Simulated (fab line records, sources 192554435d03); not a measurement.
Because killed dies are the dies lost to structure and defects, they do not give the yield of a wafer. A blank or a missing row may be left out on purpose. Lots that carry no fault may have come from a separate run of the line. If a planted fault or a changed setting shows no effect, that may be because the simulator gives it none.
Which tool was responsible? || flow n5_finfet || 9 lots with 27 wafers sampled at 3 steps, on a route of 1938 steps

== WHAT EACH GAUGE READ, for each wafer ==
N5_BEOL_M10_OCD_MEAS_38.
{"lot": "L430", "measured": "day 10 03:31", "on": "ocd-02", "trench_depth_nm (nm)": "150 145 147"}
{"lot": "L431", "measured": "day 10 11:37", "on": "ocd-01", "trench_depth_nm (nm)": "147 151 149"}
{"lot": "L436", "measured": "day 11 23:42", "on": "ocd-01", "trench_depth_nm (nm)": "147 157 147"}
{"lot": "L437", "measured": "day 12 08:40", "on": "ocd-02", "trench_depth_nm (nm)": "153 143 155"}
{"lot": "L439", "measured": "day 12 12:47", "on": "ocd-02", "trench_depth_nm (nm)": "148 152 210"}
{"lot": "L441", "measured": "day 13 15:34", "on": "ocd-01", "trench_depth_nm (nm)": "150 142 208"}
{"lot": "L445", "measured": "day 13 21:44", "on": "ocd-02", "trench_depth_nm (nm)": "149 147 147"}
{"lot": "L443", "measured": "day 13 22:23", "on": "ocd-01", "trench_depth_nm (nm)": "154 148 146"}
{"lot": "L447", "measured": "day 15 07:29", "on": "ocd-02", "trench_depth_nm (nm)": "149 143 147"}

== TOOL THAT RAN EACH LOT (tool first, then ch and the chambers of the sampled wafers, then the start) ==
{"lot": "L430", "N5_BEOL_M10_ETCH_62": "rie_diel-01 ch 1,2,3, day 10 00:45", "N5_BEOL_M10_TRENCH_ETCH_37": "rie_diel-01 ch 0,1, day 10 03:20"}
{"lot": "L431", "N5_BEOL_M10_ETCH_62": "rie_diel-05 ch 0,2, day 10 08:44", "N5_BEOL_M10_TRENCH_ETCH_37": "rie_diel-01 ch 0,1,2, day 10 11:26"}
{"lot": "L436", "N5_BEOL_M10_ETCH_62": "rie_diel-01 ch 0,3, day 11 18:38", "N5_BEOL_M10_TRENCH_ETCH_37": "rie_diel-03 ch 0,2, day 11 23:31"}
{"lot": "L437", "N5_BEOL_M10_ETCH_62": "rie_diel-05 ch 0,1,3, day 12 03:13", "N5_BEOL_M10_TRENCH_ETCH_37": "rie_diel-03 ch 1,2,3, day 12 08:29"}
{"lot": "L439", "N5_BEOL_M10_ETCH_62": "rie_diel-05 ch 0,1,3, day 12 10:34", "N5_BEOL_M10_TRENCH_ETCH_37": "rie_diel-03 ch 0,1,2, day 12 12:36"}
{"lot": "L441", "N5_BEOL_M10_ETCH_62": "rie_diel-01 ch 1,2, day 13 11:51", "N5_BEOL_M10_TRENCH_ETCH_37": "rie_diel-03 ch 1,2,3, day 13 15:23"}
{"lot": "L445", "N5_BEOL_M10_ETCH_62": "rie_diel-01 ch 0,2,3, day 13 20:13", "N5_BEOL_M10_TRENCH_ETCH_37": "rie_diel-01 ch 0,2, day 13 21:33"}
{"lot": "L443", "N5_BEOL_M10_ETCH_62": "rie_diel-03 ch 0,1, day 13 20:26", "N5_BEOL_M10_TRENCH_ETCH_37": "rie_diel-05 ch 0,2,3, day 13 22:12"}
{"lot": "L447", "N5_BEOL_M10_ETCH_62": "rie_diel-05 ch 2,3, day 15 05:06", "N5_BEOL_M10_TRENCH_ETCH_37": "rie_diel-01 ch 0,2,3, day 15 07:19"}
- N5_BEOL_M10_ETCH_62: etches SOC in N2/H2, target depth 110 nm, overetch 22 nm, time 165 s.
- N5_BEOL_M10_TRENCH_ETCH_37: etches SiCOH lowk in C4F6/O2, target depth 148.83 nm, time 48 s.

== THE ANSWER, worked out from the rows above alone ==
Rule: usual is defined by the lots themselves. Put in order of their means at a reading, lots are off if they are a third of the lots or fewer, leave a main group of 4 or more, and stand apart from it by a gap of 3 or more times the standard deviation of the main group's means; of several such gaps the widest counts. Not used: any main group whose means are identical at the precision the tables above print for the reading. Also off: a lot with no number at a reading for which 4 or more lots have one. The other lots that the step has rows for count as sound.
Off: L439, L441 (N5_BEOL_M10_OCD_MEAS_38, trench_depth_nm). Main group: mean 149 nm, sd 1.4.
A tool fits if, at a process step before that reading, it ran every lot that is off, and no sound lot after the first of them. Those tools and the gauges at N5_BEOL_M10_OCD_MEAS_38 are tried in the same way. One fits: N5_BEOL_M10_TRENCH_ETCH_37 on rie_diel-03. A fault onset in the window from L437 (day 12 08:29, its last sound lot) to L439 (day 12 12:36, its first lot off) fits.

== WHAT THE SIMULATOR HAD INSERTED ==
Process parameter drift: rie_diel-03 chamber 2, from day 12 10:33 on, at N5_BEOL_M10_TRENCH_ETCH_37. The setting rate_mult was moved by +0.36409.
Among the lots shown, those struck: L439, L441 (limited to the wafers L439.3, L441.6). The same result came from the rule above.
